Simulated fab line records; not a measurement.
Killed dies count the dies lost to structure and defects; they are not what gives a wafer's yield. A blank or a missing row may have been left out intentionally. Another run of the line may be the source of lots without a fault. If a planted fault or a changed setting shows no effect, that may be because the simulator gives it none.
fab line records || flow nandHarc || part 2 of 2: steps 26 to 34 of 34
[record] {"lots": 5, "wafers": 15, "lastDay": 32}
route steps=1302 shown A_STAIRCASE@804
lots untouched by any fault: they come from a run of this same line in which no faults occurred
startH: the number of hours between the record's first day and the start of the first shown wafer of the lot || waitH: how many hours have passed since the lot's step before this one || " repeats the value in the row above || L1.1+2: one row covering several wafers at once || - either no value or no given start || * or withheld: withheld || < > ~ a bound
route shown NAME@n: a module of which the file shows steps, and the number in the route of the first || usual: average and standard deviation across the fault-free wafers || same: alike in all rows || chamber/n: place in a boat || sites: each site's reading || _std_site: standard deviation across them || _edge_site: mean of outer sites minus mean of inner sites || radiusMm: how far each site lies from the wafer's centre || mask NAME#n: copy n || behind: tool/chamber where the wafer was last shaped || hold: the reason the lot was held/the length of the hold in hours/how it ended || device: the transistor (n, p or np) that didn't switch || end of line: at the end of the route, the tests of the same wafers || a step given without rows: its recipe and nothing more || killed: at the first sort, the dies lost to defects and structure; wafer yield is something else || map: dies across one wafer; x = killed, . = not, _ = none there
set.NAME: setting as actually run; set.NAME@STEP: the setting as run at that earlier step || model.NAME: the simulator's own value behind a step, which no gauge read
lots seen at some steps along the route; tables by step, rows by wafer
services: a tool's chamber out of use, with start hour (startH, from the record's first day; less than 0 if before it), hours out, and reason
[[steps]]
[step NHARC_A_STAIRCASE_HM_OPEN_463]
[recipe] {"o2FlowSccm": 400, "cosFlowSccm": 20, "arFlowSccm": 0, "rfW": 500, "biasW": 300, "chemistry": "O2/COS"}
[usual] {"drypumpMotorCurrentA": "5.6/0.55", "oesProductAu": "1.003/0.016", "rfVppV": "468.1/3", "showerheadPlenumPTorr": "3.16/0.14", "throttleValvePct": "28.330/0.0091"}
{"lot.wafer": "L083.2", "tool": "rieDiel-01", "chamber": 3, "startH": "-", "waitH": "-", "drypumpMotorCurrentA": 5.7, "oesProductAu": 0.988, "rfHoursCounterH": 34, "rfVppV": 465.3, "showerheadPlenumPTorr": 3.08, "throttleValvePct": 28.344}
{"lot.wafer": "L083.6", "tool": "rieDiel-01", "chamber": 2, "startH": "-", "waitH": "-", "drypumpMotorCurrentA": 6.7, "oesProductAu": 1.009, "rfHoursCounterH": "-", "rfVppV": 471.3, "showerheadPlenumPTorr": 3.30, "throttleValvePct": 28.331}
{"lot.wafer": "L083.5", "tool": "rieDiel-01", "chamber": 3, "startH": "-", "waitH": "-", "drypumpMotorCurrentA": 5.8, "oesProductAu": 0.993, "rfHoursCounterH": "-", "rfVppV": 466.5, "showerheadPlenumPTorr": 3.08, "throttleValvePct": 28.337}
{"lot.wafer": "L088.2", "tool": "rieDiel-01", "chamber": 0, "startH": "-", "waitH": "-", "drypumpMotorCurrentA": 5.8, "oesProductAu": 1.024, "rfHoursCounterH": 46, "rfVppV": 469.7, "showerheadPlenumPTorr": 3.21, "throttleValvePct": 28.312}
{"lot.wafer": "L088.3", "tool": "rieDiel-01", "chamber": 3, "startH": "-", "waitH": "-", "drypumpMotorCurrentA": 5.7, "oesProductAu": 0.994, "rfHoursCounterH": 50, "rfVppV": 466.5, "showerheadPlenumPTorr": 3.07, "throttleValvePct": 28.322}
{"lot.wafer": "L088.5", "tool": "rieDiel-01", "chamber": 0, "startH": "-", "waitH": "-", "drypumpMotorCurrentA": 5.8, "oesProductAu": 1.016, "rfHoursCounterH": "-", "rfVppV": 469.0, "showerheadPlenumPTorr": 3.21, "throttleValvePct": 28.336}
{"lot.wafer": "L089.2", "tool": "rieDiel-01", "chamber": 3, "startH": "-", "waitH": "-", "drypumpMotorCurrentA": 5.7, "oesProductAu": 0.999, "rfHoursCounterH": 52, "rfVppV": 466.1, "showerheadPlenumPTorr": 3.07, "throttleValvePct": 28.344}
{"lot.wafer": "L089.3", "tool": "rieDiel-01", "chamber": 0, "startH": "-", "waitH": "-", "drypumpMotorCurrentA": 5.8, "oesProductAu": 1.010, "rfHoursCounterH": 48, "rfVppV": 468.0, "showerheadPlenumPTorr": 3.21, "throttleValvePct": 28.319}
{"lot.wafer": "L089.1", "tool": "rieDiel-01", "chamber": 2, "startH": "-", "waitH": "-", "drypumpMotorCurrentA": 6.7, "oesProductAu": 1.000, "rfHoursCounterH": 48, "rfVppV": 469.4, "showerheadPlenumPTorr": 3.29, "throttleValvePct": 28.322}
{"lot.wafer": "L093.1", "tool": "rieDiel-11", "chamber": 2, "startH": "-", "waitH": "-", "drypumpMotorCurrentA": 6.0, "oesProductAu": 0.995, "rfHoursCounterH": 46, "rfVppV": 465.8, "showerheadPlenumPTorr": 3.08, "throttleValvePct": 28.314}
{"lot.wafer": "L093.4", "tool": "rieDiel-11", "chamber": 3, "startH": "-", "waitH": "-", "drypumpMotorCurrentA": 5.5, "oesProductAu": 1.006, "rfHoursCounterH": 50, "rfVppV": 465.6, "showerheadPlenumPTorr": 3.04, "throttleValvePct": 28.318}
{"lot.wafer": "L093.5", "tool": "rieDiel-11", "chamber": 2, "startH": "-", "waitH": "-", "drypumpMotorCurrentA": 6.0, "oesProductAu": 0.984, "rfHoursCounterH": "-", "rfVppV": 466.5, "showerheadPlenumPTorr": 3.08, "throttleValvePct": 28.341}
{"lot.wafer": "L094.2", "tool": "rieDiel-11", "chamber": 2, "startH": "-", "waitH": "-", "drypumpMotorCurrentA": 5.9, "oesProductAu": 0.982, "rfHoursCounterH": 47, "rfVppV": 466.5, "showerheadPlenumPTorr": 3.08, "throttleValvePct": 28.340}
{"lot.wafer": "L094.6", "tool": "rieDiel-11", "chamber": 3, "startH": "-", "waitH": "-", "drypumpMotorCurrentA": 5.5, "oesProductAu": 1.021, "rfHoursCounterH": "-", "rfVppV": 465.1, "showerheadPlenumPTorr": 3.04, "throttleValvePct": 28.330}
{"lot.wafer": "L094.5", "tool": "rieDiel-11", "chamber": 0, "startH": "-", "waitH": "-", "drypumpMotorCurrentA": 4.7, "oesProductAu": 1.012, "rfHoursCounterH": "-", "rfVppV": 465.3, "showerheadPlenumPTorr": 3.04, "throttleValvePct": 28.337}
[step NHARC_A_STAIRCASE_STRIP_464]
[recipe] {"o2FlowSccm": 400, "cosFlowSccm": 20, "arFlowSccm": 0, "biasW": 0, "chemistry": "O2/COS"}
{"lot.wafer": "L083.2+6+5", "tool": "rieDiel-01", "chamber": "0,1,2", "startH": "-", "waitH": "-"}
{"lot.wafer": "L088.2+3+5", "tool": "rieDiel-01", "chamber": "0,2,0", "startH": "-", "waitH": "-"}
{"lot.wafer": "L089.3+1+2", "tool": "rieDiel-01", "chamber": "2,3,0", "startH": "-", "waitH": "-"}
{"lot.wafer": "L093.4+1+5", "tool": "rieDiel-11", "chamber": "1,2,2", "startH": "-", "waitH": "-"}
{"lot.wafer": "L094.2+5+6", "tool": "rieDiel-11", "chamber": "3,1,2", "startH": "-", "waitH": "-"}
[step NHARC_A_STAIRCASE_ETCH_453]
[recipe] {"targetDepthA": 300, "overetchA": 30, "timeS": 16.5, "ionEnergyEv": 100, "cf4FlowSccm": 80, "o2FlowSccm": 20, "arFlowSccm": 0, "rfW": 300, "biasW": 100, "chemistry": "CF4/O2"}
[usual] {"drypumpMotorCurrentA": "5.6/0.58", "oesProductAu": "1.002/0.017", "rfVppV": "198.2/1.5", "showerheadPlenumPTorr": "1.36/0.062", "throttleValvePct": "13.398/0.0089"}
{"lot.wafer": "L083.2", "tool": "rieDiel-01", "chamber": 3, "startH": "-", "waitH": "-", "drypumpMotorCurrentA": 5.7, "oesProductAu": 0.991, "rfHoursCounterH": 35, "rfVppV": 196.1, "showerheadPlenumPTorr": 1.31, "throttleValvePct": 13.409}
{"lot.wafer": "L083.5", "tool": "rieDiel-01", "chamber": 1, "startH": "-", "waitH": "-", "drypumpMotorCurrentA": 5.2, "oesProductAu": 0.984, "rfHoursCounterH": "-", "rfVppV": 199.3, "showerheadPlenumPTorr": 1.44, "throttleValvePct": 13.399}
{"lot.wafer": "L083.6", "tool": "rieDiel-01", "chamber": 2, "startH": "-", "waitH": "-", "drypumpMotorCurrentA": 6.7, "oesProductAu": 1.002, "rfHoursCounterH": "-", "rfVppV": 201.3, "showerheadPlenumPTorr": 1.41, "throttleValvePct": 13.403}
{"lot.wafer": "L088.2", "tool": "rieDiel-01", "chamber": 0, "startH": "-", "waitH": "-", "drypumpMotorCurrentA": 5.9, "oesProductAu": 1.013, "rfHoursCounterH": 46, "rfVppV": 198.6, "showerheadPlenumPTorr": 1.38, "throttleValvePct": 13.392}
{"lot.wafer": "L088.3", "tool": "rieDiel-01", "chamber": 1, "startH": "-", "waitH": "-", "drypumpMotorCurrentA": 5.2, "oesProductAu": 0.990, "rfHoursCounterH": 52, "rfVppV": 199.4, "showerheadPlenumPTorr": 1.43, "throttleValvePct": 13.403}
{"lot.wafer": "L088.5", "tool": "rieDiel-01", "chamber": 0, "startH": "-", "waitH": "-", "drypumpMotorCurrentA": 5.8, "oesProductAu": 1.018, "rfHoursCounterH": "-", "rfVppV": 200.1, "showerheadPlenumPTorr": 1.37, "throttleValvePct": 13.405}
{"lot.wafer": "L089.1", "tool": "rieDiel-01", "chamber": 1, "startH": "-", "waitH": "-", "drypumpMotorCurrentA": 5.3, "oesProductAu": 0.992, "rfHoursCounterH": 54, "rfVppV": 200.0, "showerheadPlenumPTorr": 1.43, "throttleValvePct": 13.405}
{"lot.wafer": "L089.2", "tool": "rieDiel-01", "chamber": 2, "startH": "-", "waitH": "-", "drypumpMotorCurrentA": 6.7, "oesProductAu": 1.010, "rfHoursCounterH": 48, "rfVppV": 199.4, "showerheadPlenumPTorr": 1.41, "throttleValvePct": 13.407}
{"lot.wafer": "L089.3", "tool": "rieDiel-01", "chamber": 0, "startH": "-", "waitH": "-", "drypumpMotorCurrentA": 5.8, "oesProductAu": 1.013, "rfHoursCounterH": 48, "rfVppV": 199.4, "showerheadPlenumPTorr": 1.37, "throttleValvePct": 13.393}
{"lot.wafer": "L093.1", "tool": "rieDiel-11", "chamber": 2, "startH": "-", "waitH": "-", "drypumpMotorCurrentA": 6.0, "oesProductAu": 0.984, "rfHoursCounterH": 46, "rfVppV": 197.7, "showerheadPlenumPTorr": 1.32, "throttleValvePct": 13.401}
{"lot.wafer": "L093.4", "tool": "rieDiel-11", "chamber": 3, "startH": "-", "waitH": "-", "drypumpMotorCurrentA": 5.5, "oesProductAu": 1.016, "rfHoursCounterH": 50, "rfVppV": 196.8, "showerheadPlenumPTorr": 1.30, "throttleValvePct": 13.391}
{"lot.wafer": "L093.5", "tool": "rieDiel-11", "chamber": 1, "startH": "-", "waitH": "-", "drypumpMotorCurrentA": 4.9, "oesProductAu": 0.962, "rfHoursCounterH": "-", "rfVppV": 200.7, "showerheadPlenumPTorr": 1.44, "throttleValvePct": 13.412}
{"lot.wafer": "L094.2", "tool": "rieDiel-11", "chamber": 0, "startH": "-", "waitH": "-", "drypumpMotorCurrentA": 4.7, "oesProductAu": 1.014, "rfHoursCounterH": 52, "rfVppV": 196.5, "showerheadPlenumPTorr": 1.30, "throttleValvePct": 13.382}
{"lot.wafer": "L094.6", "tool": "rieDiel-11", "chamber": 2, "startH": "-", "waitH": "-", "drypumpMotorCurrentA": 5.9, "oesProductAu": 0.979, "rfHoursCounterH": "-", "rfVppV": 197.7, "showerheadPlenumPTorr": 1.32, "throttleValvePct": 13.394}
{"lot.wafer": "L094.5", "tool": "rieDiel-11", "chamber": 3, "startH": "-", "waitH": "-", "drypumpMotorCurrentA": 5.5, "oesProductAu": 1.017, "rfHoursCounterH": "-", "rfVppV": 196.1, "showerheadPlenumPTorr": 1.30, "throttleValvePct": 13.401}
[step NHARC_A_STAIRCASE_ETCH_315]
[recipe] {"targetDepthA": 25000, "timeS": 607.1, "ionEnergyEv": 800, "c4f8FlowSccm": 80, "o2FlowSccm": 60, "arFlowSccm": "withheld", "rfW": 600, "biasW": 3000, "chemistry": "C4F8/O2/Ar"}
[usual] {"oesProductAu": "0.934/0.015", "rfVppV": "1829/11"}
{"lot.wafer": "L083.2", "tool": "rieDiel-01", "chamber": 2, "startH": "-", "waitH": "-", "oesProductAu": 0.937, "rfHoursCounterH": 29, "rfVppV": 1841}
{"lot.wafer": "L083.5", "tool": "rieDiel-01", "chamber": 2, "startH": "-", "waitH": "-", "oesProductAu": 0.938, "rfHoursCounterH": "-", "rfVppV": 1842}
{"lot.wafer": "L083.6", "tool": "rieDiel-01", "chamber": 3, "startH": "-", "waitH": "-", "oesProductAu": 0.915, "rfHoursCounterH": "-", "rfVppV": 1823}
{"lot.wafer": "L088.3", "tool": "rieDiel-01", "chamber": 2, "startH": "-", "waitH": "-", "oesProductAu": 0.956, "rfHoursCounterH": 45, "rfVppV": 1839}
{"lot.wafer": "L088.2", "tool": "rieDiel-01", "chamber": 0, "startH": "-", "waitH": "-", "oesProductAu": 0.946, "rfHoursCounterH": 46, "rfVppV": 1835}
{"lot.wafer": "L088.5", "tool": "rieDiel-01", "chamber": 1, "startH": "-", "waitH": "-", "oesProductAu": 0.918, "rfHoursCounterH": "-", "rfVppV": 1845}
{"lot.wafer": "L089.3", "tool": "rieDiel-01", "chamber": 3, "startH": "-", "waitH": "-", "oesProductAu": 0.932, "rfHoursCounterH": 53, "rfVppV": 1822}
{"lot.wafer": "L089.2", "tool": "rieDiel-01", "chamber": 0, "startH": "-", "waitH": "-", "oesProductAu": 0.932, "rfHoursCounterH": 48, "rfVppV": 1834}
{"lot.wafer": "L089.1", "tool": "rieDiel-01", "chamber": 1, "startH": "-", "waitH": "-", "oesProductAu": 0.924, "rfHoursCounterH": 55, "rfVppV": 1846}
{"lot.wafer": "L093.1", "tool": "rieDiel-11", "chamber": 2, "startH": "-", "waitH": "-", "oesProductAu": 0.915, "rfHoursCounterH": 46, "rfVppV": 1823}
{"lot.wafer": "L093.4", "tool": "rieDiel-11", "chamber": 3, "startH": "-", "waitH": "-", "oesProductAu": 0.942, "rfHoursCounterH": 50, "rfVppV": 1819}
{"lot.wafer": "L093.5", "tool": "rieDiel-11", "chamber": 0, "startH": "-", "waitH": "-", "oesProductAu": 0.951, "rfHoursCounterH": "-", "rfVppV": 1821}
{"lot.wafer": "L094.2", "tool": "rieDiel-11", "chamber": 3, "startH": "-", "waitH": "-", "oesProductAu": 0.941, "rfHoursCounterH": 52, "rfVppV": 1821}
{"lot.wafer": "L094.6", "tool": "rieDiel-11", "chamber": 3, "startH": "-", "waitH": "-", "oesProductAu": 0.941, "rfHoursCounterH": "-", "rfVppV": 1820}
{"lot.wafer": "L094.5", "tool": "rieDiel-11", "chamber": 0, "startH": "-", "waitH": "-", "oesProductAu": 0.942, "rfHoursCounterH": "-", "rfVppV": 1819}
[step NHARC_A_STAIRCASE_STRIP_316]
[recipe] {"o2FlowSccm": 500, "arFlowSccm": 0, "biasW": 0, "chemistry": "O2"}
[usual] {"drypumpMotorCurrentA": "5.6/0.58", "oesProductAu": "1.001/0.017", "rfVppV": "57.9/0.84", "showerheadPlenumPTorr": "3.58/0.16", "throttleValvePct": "17.037/0.01"}
{"lot.wafer": "L083.2", "tool": "rieDiel-01", "chamber": 1, "startH": "-", "waitH": "-", "drypumpMotorCurrentA": 5.3, "oesProductAu": 0.999, "rfHoursCounterH": 34, "rfVppV": 58.9, "showerheadPlenumPTorr": 3.79, "throttleValvePct": 17.047}
{"lot.wafer": "L083.6", "tool": "rieDiel-01", "chamber": 0, "startH": "-", "waitH": "-", "drypumpMotorCurrentA": 5.8, "oesProductAu": 1.031, "rfHoursCounterH": "-", "rfVppV": 57.1, "showerheadPlenumPTorr": 3.64, "throttleValvePct": 17.023}
{"lot.wafer": "L083.5", "tool": "rieDiel-01", "chamber": 1, "startH": "-", "waitH": "-", "drypumpMotorCurrentA": 5.3, "oesProductAu": 0.984, "rfHoursCounterH": "-", "rfVppV": 57.9, "showerheadPlenumPTorr": 3.79, "throttleValvePct": 17.010}
{"lot.wafer": "L088.3", "tool": "rieDiel-01", "chamber": 2, "startH": "-", "waitH": "-", "drypumpMotorCurrentA": 6.7, "oesProductAu": 1.019, "rfHoursCounterH": 46, "rfVppV": 58.6, "showerheadPlenumPTorr": 3.72, "throttleValvePct": 17.035}
{"lot.wafer": "L088.2", "tool": "rieDiel-01", "chamber": 3, "startH": "-", "waitH": "-", "drypumpMotorCurrentA": 5.7, "oesProductAu": 0.980, "rfHoursCounterH": 50, "rfVppV": 57.8, "showerheadPlenumPTorr": 3.47, "throttleValvePct": 17.044}
{"lot.wafer": "L088.5", "tool": "rieDiel-01", "chamber": 2, "startH": "-", "waitH": "-", "drypumpMotorCurrentA": 6.7, "oesProductAu": 1.009, "rfHoursCounterH": "-", "rfVppV": 58.5, "showerheadPlenumPTorr": 3.72, "throttleValvePct": 17.049}
{"lot.wafer": "L089.1", "tool": "rieDiel-01", "chamber": 0, "startH": "-", "waitH": "-", "drypumpMotorCurrentA": 5.9, "oesProductAu": 1.019, "rfHoursCounterH": 49, "rfVppV": 58.8, "showerheadPlenumPTorr": 3.63, "throttleValvePct": 17.038}
{"lot.wafer": "L089.3", "tool": "rieDiel-01", "chamber": 2, "startH": "-", "waitH": "-", "drypumpMotorCurrentA": 6.7, "oesProductAu": 1.011, "rfHoursCounterH": 48, "rfVppV": 57.5, "showerheadPlenumPTorr": 3.72, "throttleValvePct": 17.046}
{"lot.wafer": "L089.2", "tool": "rieDiel-01", "chamber": 3, "startH": "-", "waitH": "-", "drypumpMotorCurrentA": 5.7, "oesProductAu": 0.998, "rfHoursCounterH": 53, "rfVppV": 58.2, "showerheadPlenumPTorr": 3.47, "throttleValvePct": 17.027}
{"lot.wafer": "L093.1", "tool": "rieDiel-11", "chamber": 3, "startH": "-", "waitH": "-", "drypumpMotorCurrentA": 5.5, "oesProductAu": 1.006, "rfHoursCounterH": 50, "rfVppV": 59.1, "showerheadPlenumPTorr": 3.43, "throttleValvePct": 17.037}
{"lot.wafer": "L093.4", "tool": "rieDiel-11", "chamber": 1, "startH": "-", "waitH": "-", "drypumpMotorCurrentA": 4.9, "oesProductAu": 0.968, "rfHoursCounterH": 41, "rfVppV": 58.8, "showerheadPlenumPTorr": 3.78, "throttleValvePct": 17.016}
{"lot.wafer": "L093.5", "tool": "rieDiel-11", "chamber": 3, "startH": "-", "waitH": "-", "drypumpMotorCurrentA": 5.5, "oesProductAu": 1.008, "rfHoursCounterH": "-", "rfVppV": 57.6, "showerheadPlenumPTorr": 3.43, "throttleValvePct": 17.052}
{"lot.wafer": "L094.2", "tool": "rieDiel-11", "chamber": 3, "startH": "-", "waitH": "-", "drypumpMotorCurrentA": 5.5, "oesProductAu": 1.009, "rfHoursCounterH": 52, "rfVppV": 56.3, "showerheadPlenumPTorr": 3.43, "throttleValvePct": 17.043}
{"lot.wafer": "L094.6", "tool": "rieDiel-11", "chamber": 0, "startH": "-", "waitH": "-", "drypumpMotorCurrentA": 4.7, "oesProductAu": 1.014, "rfHoursCounterH": "-", "rfVppV": 57.8, "showerheadPlenumPTorr": 3.43, "throttleValvePct": 17.030}
{"lot.wafer": "L094.5", "tool": "rieDiel-11", "chamber": 1, "startH": "-", "waitH": "-", "drypumpMotorCurrentA": 4.9, "oesProductAu": 0.969, "rfHoursCounterH": "-", "rfVppV": 57.6, "showerheadPlenumPTorr": 3.78, "throttleValvePct": 17.031}
[step NHARC_A_STAIRCASE_STRIP_317]
[recipe] {"timeS": 900, "tempC": 130, "chemistry": "SPM"}
{"lot.wafer": "L083.6+5+2", "tool": "wetBench-05", "chamber": "3,4,7", "startH": 486.92, "waitH": "-"}
{"lot.wafer": "L088.2+3+5", "tool": "wetBench-04", "chamber": "0,1,2", "startH": 529.49, "waitH": "-"}
{"lot.wafer": "L089.1+3+2", "tool": "wetBench-09", "chamber": "6,2,3", "startH": 537.76, "waitH": "-"}
{"lot.wafer": "L093.4+1+5", "tool": "wetBench-05", "chamber": "0,1,2", "startH": 586.39, "waitH": "-"}
{"lot.wafer": "L094.5+2+6", "tool": "wetBench-09", "chamber": "3,7,0", "startH": 593.26, "waitH": "-"}
[step NHARC_A_STAIRCASE_PRECLEAN_318]
[recipe] {"timeS": "*", "tempC": 50, "bathAgeMin": 0, "chemistry": "SC1"}
[usual] {"sc1H2o2EndMolL": "0.3697/0.00072"}
{"lot.wafer": "L083.6", "tool": "wetBench-05", "chamber": 3, "startH": "-", "waitH": "-", "sc1H2o2EndMolL": 0.3699}
{"lot.wafer": "L083.5", "tool": "wetBench-05", "chamber": 4, "startH": "-", "waitH": "-", "sc1H2o2EndMolL": 0.3692}
{"lot.wafer": "L083.2", "tool": "wetBench-05", "chamber": 7, "startH": "-", "waitH": "-", "sc1H2o2EndMolL": 0.3695}
{"lot.wafer": "L088.2", "tool": "wetBench-04", "chamber": 0, "startH": "-", "waitH": "-", "sc1H2o2EndMolL": 0.3696}
{"lot.wafer": "L088.3", "tool": "wetBench-04", "chamber": 1, "startH": "-", "waitH": "-", "sc1H2o2EndMolL": 0.3702}
{"lot.wafer": "L088.5", "tool": "wetBench-04", "chamber": 2, "startH": "-", "waitH": "-", "sc1H2o2EndMolL": 0.3697}
{"lot.wafer": "L089.1", "tool": "wetBench-09", "chamber": 6, "startH": "-", "waitH": "-", "sc1H2o2EndMolL": 0.3699}
{"lot.wafer": "L089.3", "tool": "wetBench-09", "chamber": 2, "startH": "-", "waitH": "-", "sc1H2o2EndMolL": 0.3699}
{"lot.wafer": "L089.2", "tool": "wetBench-09", "chamber": 3, "startH": "-", "waitH": "-", "sc1H2o2EndMolL": 0.3705}
{"lot.wafer": "L093.4", "tool": "wetBench-05", "chamber": 0, "startH": "-", "waitH": "-", "sc1H2o2EndMolL": 0.3685}
{"lot.wafer": "L093.1", "tool": "wetBench-05", "chamber": 1, "startH": "-", "waitH": "-", "sc1H2o2EndMolL": 0.3699}
{"lot.wafer": "L093.5", "tool": "wetBench-05", "chamber": 2, "startH": "-", "waitH": "-", "sc1H2o2EndMolL": 0.3700}
{"lot.wafer": "L094.5", "tool": "wetBench-09", "chamber": 3, "startH": "-", "waitH": "-", "sc1H2o2EndMolL": 0.3689}
{"lot.wafer": "L094.2", "tool": "wetBench-09", "chamber": 7, "startH": "-", "waitH": "-", "sc1H2o2EndMolL": 0.3706}
{"lot.wafer": "L094.6", "tool": "wetBench-09", "chamber": 0, "startH": "-", "waitH": "-", "sc1H2o2EndMolL": 0.3692}
[step NHARC_A_STAIRCASE_SRD_329]
{"lot.wafer": "L083.6+5+2", "tool": "wetBench-05", "chamber": "3,4,7", "startH": "-", "waitH": "-"}
{"lot.wafer": "L088.2+3+5", "tool": "wetBench-04", "chamber": "0,1,2", "startH": "-", "waitH": "-"}
{"lot.wafer": "L089.1+3+2", "tool": "wetBench-09", "chamber": "6,2,3", "startH": "-", "waitH": "-"}
{"lot.wafer": "L093.4+1+5", "tool": "wetBench-05", "chamber": "0,1,2", "startH": "-", "waitH": "-"}
{"lot.wafer": "L094.5+2+6", "tool": "wetBench-09", "chamber": "3,7,0", "startH": "-", "waitH": "-"}
[step NHARC_A_STAIRCASE_ALD_415]
[recipe] {"targetThkA": 300, "pulseTimeS": 6, "aldCycles": 300, "tempC": 300, "material": "SiO2"}
[usual] {"heaterPowerW": "481/49", "precursorPulseHeightRel": "1.004/0.02"}
{"lot.wafer": "L083.2", "tool": "aldHk-03", "chamber": 3, "startH": 487.44, "waitH": 0.1, "heaterPowerW": 521, "precursorPulseHeightRel": 1.045}
{"lot.wafer": "L083.5", "tool": "aldHk-03", "chamber": 3, "startH": 487.44, "waitH": 0.1, "heaterPowerW": 500, "precursorPulseHeightRel": 0.989}
{"lot.wafer": "L083.6", "tool": "aldHk-03", "chamber": 0, "startH": 487.44, "waitH": 0.1, "heaterPowerW": 448, "precursorPulseHeightRel": 0.990}
{"lot.wafer": "L088.2", "tool": "aldHk-03", "chamber": 1, "startH": 530.01, "waitH": 0.1, "heaterPowerW": 563, "precursorPulseHeightRel": 1.010}
{"lot.wafer": "L088.3", "tool": "aldHk-03", "chamber": 2, "startH": 530.01, "waitH": 0.1, "heaterPowerW": 453, "precursorPulseHeightRel": 1.025}
{"lot.wafer": "L088.5", "tool": "aldHk-03", "chamber": 2, "startH": 530.01, "waitH": 0.1, "heaterPowerW": 461, "precursorPulseHeightRel": 0.995}
{"lot.wafer": "L089.1", "tool": "aldHk-03", "chamber": 2, "startH": 538.28, "waitH": 0.1, "heaterPowerW": 463, "precursorPulseHeightRel": 0.986}
{"lot.wafer": "L089.3", "tool": "aldHk-03", "chamber": 0, "startH": 538.28, "waitH": 0.1, "heaterPowerW": 470, "precursorPulseHeightRel": 1.013}
{"lot.wafer": "L089.2", "tool": "aldHk-03", "chamber": 1, "startH": 538.28, "waitH": 0.1, "heaterPowerW": 558, "precursorPulseHeightRel": 1.007}
{"lot.wafer": "L093.1", "tool": "aldHk-01", "chamber": 2, "startH": 587.34, "waitH": 0.5, "heaterPowerW": 528, "precursorPulseHeightRel": 0.982}
{"lot.wafer": "L093.4", "tool": "aldHk-01", "chamber": 3, "startH": 587.34, "waitH": 0.5, "heaterPowerW": 497, "precursorPulseHeightRel": 1.014}
{"lot.wafer": "L093.5", "tool": "aldHk-01", "chamber": 0, "startH": 587.34, "waitH": 0.5, "heaterPowerW": 466, "precursorPulseHeightRel": 1.020}
{"lot.wafer": "L094.2", "tool": "aldHk-03", "chamber": 1, "startH": 594.15, "waitH": 0.3, "heaterPowerW": 581, "precursorPulseHeightRel": 0.998}
{"lot.wafer": "L094.5", "tool": "aldHk-03", "chamber": 0, "startH": 594.15, "waitH": 0.3, "heaterPowerW": 444, "precursorPulseHeightRel": 1.029}
{"lot.wafer": "L094.6", "tool": "aldHk-03", "chamber": 1, "startH": 594.15, "waitH": 0.3, "heaterPowerW": 551, "precursorPulseHeightRel": 1.018}
[[services]]
{"tool": "rieDiel-01", "chamber": 2, "startH": 464.25, "hours": 5.7, "kind": "repair"}
{"tool": "rieDiel-06", "chamber": 0, "startH": 471.24, "hours": 7.3, "kind": "repair"}
{"tool": "lithoTrack-05", "chamber": "-", "startH": 474.03, "hours": 7.0, "kind": "pm"}
{"tool": "aldHk-01", "chamber": "-", "startH": 475.52, "hours": 10.0, "kind": "pm"}
{"tool": "pecvd-03", "chamber": 1, "startH": 479.31, "hours": 8.4, "kind": "repair"}
{"tool": "aclDep-03", "chamber": "-", "startH": 480.41, "hours": 13.0, "kind": "pm"}
{"tool": "krfScanner-01", "chamber": "-", "startH": 484.00, "hours": 4.0, "kind": "pm"}
{"tool": "rieDiel-06", "chamber": "-", "startH": 484.20, "hours": 9.0, "kind": "pm"}
{"tool": "pecvd-01", "chamber": "-", "startH": 492.07, "hours": 13.0, "kind": "pm"}
{"tool": "pecvd-03", "chamber": 0, "startH": 504.16, "hours": 5.4, "kind": "repair"}
{"tool": "krfScanner-03", "chamber": "-", "startH": 512.28, "hours": 2.4, "kind": "repair"}
{"tool": "krfScanner-01", "chamber": "-", "startH": 514.71, "hours": 0.2, "kind": "repair"}
{"tool": "krfScanner-01", "chamber": "-", "startH": 524.20, "hours": 0.6, "kind": "repair"}
{"tool": "wetBench-09", "chamber": "-", "startH": 528.89, "hours": 8.0, "kind": "pm"}
{"tool": "pecvd-03", "chamber": "-", "startH": 547.93, "hours": 13.0, "kind": "pm"}
{"tool": "pecvd-02", "chamber": "-", "startH": 552.46, "hours": 1.6, "kind": "repair"}
{"tool": "aclDep-01", "chamber": "-", "startH": 553.32, "hours": 13.0, "kind": "pm"}
{"tool": "krfScanner-02", "chamber": "-", "startH": 556.03, "hours": 1.5, "kind": "repair"}
{"tool": "rieDiel-01", "chamber": "-", "startH": 559.14, "hours": 9.0, "kind": "pm"}
{"tool": "krfScanner-02", "chamber": "-", "startH": 565.65, "hours": 4.0, "kind": "pm"}
{"tool": "pecvd-01", "chamber": "-", "startH": 567.02, "hours": 2.1, "kind": "repair"}
{"tool": "krfScanner-02", "chamber": "-", "startH": 572.33, "hours": 0.2, "kind": "repair"}
{"tool": "wetBench-04", "chamber": "-", "startH": 579.20, "hours": 8.0, "kind": "pm"}
{"tool": "pecvd-02", "chamber": "-", "startH": 589.16, "hours": 13.0, "kind": "pm"}
